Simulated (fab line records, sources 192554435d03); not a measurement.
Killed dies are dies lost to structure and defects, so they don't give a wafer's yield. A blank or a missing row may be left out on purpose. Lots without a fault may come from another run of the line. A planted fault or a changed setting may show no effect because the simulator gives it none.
A struck lot beside a sound one | flow n5_finfet | 16 steps out of a route of 1938
Sound: wafers L368.1, L368.2, L368.6. Struck: wafer L382.1. (L382.3, L382.5 of the same lot were not struck and are left out.) The cause comes at the end.
At each step with rows: each side's tool, then ch and its chambers, then its first start. Under that, the readings that differ: sound wafers | struck wafers | difference of the means | sigmas: that difference in standard deviations of wafers without a fault.
alike: readings whose means differ by less than 2 such deviations, and words and numbers that are the same on both sides. not compared: withheld readings, readings that some wafer has no value for, bounds like >300 that may hide the same value, and numbers for which the record gives no deviation and whose values overlap.
The two part at a step that has a row with sigmas, a row that says differs or no value, or rows on one side only. Numbers that don't overlap but have no deviation are shown without sigmas and don't part them. A reading that every wafer of one side lacks parts them only if that side has two wafers or more.

first, 4 steps without rows for these wafers: N5_PMOS_HMC_CHANNEL_EPI_SOFTBAKE_04 (time 60 s); N5_PMOS_HMC_CHANNEL_EPI_EXPOSE_06 (exposes mask PMOS HMC BLK, target cd 240 nm); N5_PMOS_HMC_CHANNEL_EPI_PEB_07 (peb time 60 s); N5_PMOS_HMC_CHANNEL_EPI_DEVELOP_08 (develop time 30 s).
N5_PMOS_HMC_CHANNEL_EPI_CD_MEAS_09: target cd 237.4 nm.
  sound on cd_sem-02 ch 0, day 2 05:24; struck on cd_sem-03 ch 0, day 5 18:23
  alike: cd_nm
N5_PMOS_HMC_CHANNEL_EPI_OVL_MEAS_10:
  sound on overlay-02 ch 0, day 2 05:26; struck on overlay-01 ch 0, day 5 18:25
  alike: PMOS_HMC_BLK_OVL
N5_PMOS_HMC_CHANNEL_EPI_INSPECT_11: inspects for defects (macro).
  sound on defect_inspect-01, day 2 05:28; struck on defect_inspect-01, day 5 18:26
  alike: raw_defect_count
N5_PMOS_HMC_CHANNEL_EPI_DESCUM_14: chemistry O2, time 7.9 s.
  sound on rie_diel-01 ch 0,3, day 2 05:29; struck on rie_diel-02 ch 0, day 5 18:29
  reading                         | sound          | struck | difference | sigmas
  oes_product_au (a.u.)           | 0.86 0.87 0.86 | 0.69   | -0.17      | -2
  showerhead_plenum_p_Torr (Torr) | 2.15 2.23 2.15 | 1.97   | -0.21      | -3
  alike: drypump_motor_current_A, rf_vpp_V, throttle_valve_pct
  not compared: rf_hours_counter_h
N5_PMOS_HMC_CHANNEL_EPI_ETCH_32: etches BARC in N2/H2, stops on SiO2, target depth 85.8 nm, time 50.3 s.
  sound on rie_diel-01 ch 0,3, day 2 05:32; struck on rie_diel-02 ch 0, day 5 18:31
  reading                         | sound             | struck | difference | sigmas
  oes_product_au (a.u.)           | 0.73 0.75 0.73    | 0.60   | -0.14      | -2
  rf_vpp_V (V)                    | 525.9 527.3 526.6 | 520.4  | -6.2       | -2
  showerhead_plenum_p_Torr (Torr) | 2.57 2.66 2.57    | 2.40   | -0.20      | -2
  throttle_valve_pct (%)          | 17.87 17.57 17.86 | 18.23  | +0.46      | +2
  alike: bias_w, drypump_motor_current_A
  not compared: rf_hours_counter_h
N5_PMOS_HMC_CHANNEL_EPI_HM_OPEN_15: chemistry CHF3/O2, target SiO2, target depth 40.6 nm, time 20.3 s.
  sound on rie_diel-01 ch 0,3, day 2 05:34; struck on rie_diel-02 ch 0, day 5 18:33
  reading                         | sound          | struck | difference | sigmas
  oes_ar_750_au (a.u.)            | 0.86 0.87 0.86 | 0.72   | -0.14      | -2
  oes_o_777_au (a.u.)             | 0.87 0.89 0.87 | 0.71   | -0.17      | -2
  oes_product_au (a.u.)           | 0.86 0.87 0.86 | 0.70   | -0.16      | -2
  showerhead_plenum_p_Torr (Torr) | 2.45 2.54 2.45 | 2.30   | -0.18      | -3
  alike: drypump_motor_current_A, rf_vpp_V, throttle_valve_pct
  not compared: rf_hours_counter_h
N5_PMOS_HMC_CHANNEL_EPI_STRIP_33: strips in N2/H2.
  sound on rie_diel-01 ch 0,3, day 2 05:37; struck on rie_diel-02 ch 0, day 5 18:37
  reading                         | sound          | struck | difference | sigmas
  oes_product_au (a.u.)           | 0.87 0.87 0.87 | 0.69   | -0.18      | -2
  rf_vpp_V (V)                    | 54.0 55.9 53.7 | 57.8   | +3.3       | +2
  showerhead_plenum_p_Torr (Torr) | 3.40 3.51 3.39 | 3.18   | -0.25      | -3
  alike: drypump_motor_current_A, throttle_valve_pct
  not compared: rf_hours_counter_h
then, 1 step without rows for these wafers: N5_PMOS_HMC_CHANNEL_EPI_STRIP_17 (strips in SPM, time 750 s).
N5_PMOS_HMC_CHANNEL_EPI_ETCH_38: etches SiO2 in CF4, target depth 1.5 nm.
  sound on rie_si-04 ch 0,2, day 2 05:56; struck on rie_si-06 ch 3, day 5 18:55
  reading                     | sound             | struck | difference | sigmas
  bias_w (W)                  | 401.9 401.2 401.7 | 417.9  | +16.3      | +14
  drypump_motor_current_A (A) | 5.0 5.4 5.0       | 6.3    | +1.2       | +3
  alike: he_backside_leak_sccm, oes_product_au, throttle_valve_pct
  not compared: rf_hours_counter_h
N5_PMOS_HMC_CHANNEL_EPI_FIN_RECESS_16: chemistry HBr/Cl2, target Si, target depth 54 nm, time 18 s.
  sound on rie_si-04 ch 0,2, day 2 05:57; struck on rie_si-06 ch 3, day 5 18:56
  reading                      | sound          | struck | difference | sigmas
  drypump_motor_current_A (A)  | 5.0 5.4 5.0    | 6.3    | +1.2       | +3
  he_backside_leak_sccm (sccm) | 2.33 2.17 2.39 | 2.93   | +0.63      | +3
  alike: oes_product_au, throttle_valve_pct
  not compared: rf_hours_counter_h
-- the record jumps here: 7 days lie between the struck wafers' starts before and after (it left off in module PMOS_HMC_CHANNEL_EPI and takes up again in module BEOL_M4, whose first step shown is number 1111 of the route) --
N5_BEOL_M4_RC_MEAS_101:
  sound on prober-01 ch 0, day 8 12:35; struck on prober-01 ch 0, day 12 07:28
  reading        | sound          | struck | difference | sigmas
  DIBL_N (mV/V)  | 35.0 34.5 34.1 | 39.1   | +4.6       | +3
  IOFF_N (nA/um) | 0.16 0.15 0.14 | 0.22   | +0.07      | +2
  IOFF_P (nA/um) | 0.19 0.17 0.17 | 0.27   | +0.09      | +3
  ION_N (uA/um)  | 670 672 666    | 694    | +25        | +2
  ION_P (uA/um)  | 455 451 450    | 472    | +20        | +2
  alike: DIBL_P, SS_N, SS_P, VT_N, VT_P
N5_PASSIVATION_PROBE_49:
  the record has rows for the sound wafers here (prober-01, day 12 23:38) and none for the struck ones

WHERE THEY PART
First at N5_PMOS_HMC_CHANNEL_EPI_DESCUM_14; last, within this record, at N5_PASSIVATION_PROBE_49.

WHY: what the simulator had put in
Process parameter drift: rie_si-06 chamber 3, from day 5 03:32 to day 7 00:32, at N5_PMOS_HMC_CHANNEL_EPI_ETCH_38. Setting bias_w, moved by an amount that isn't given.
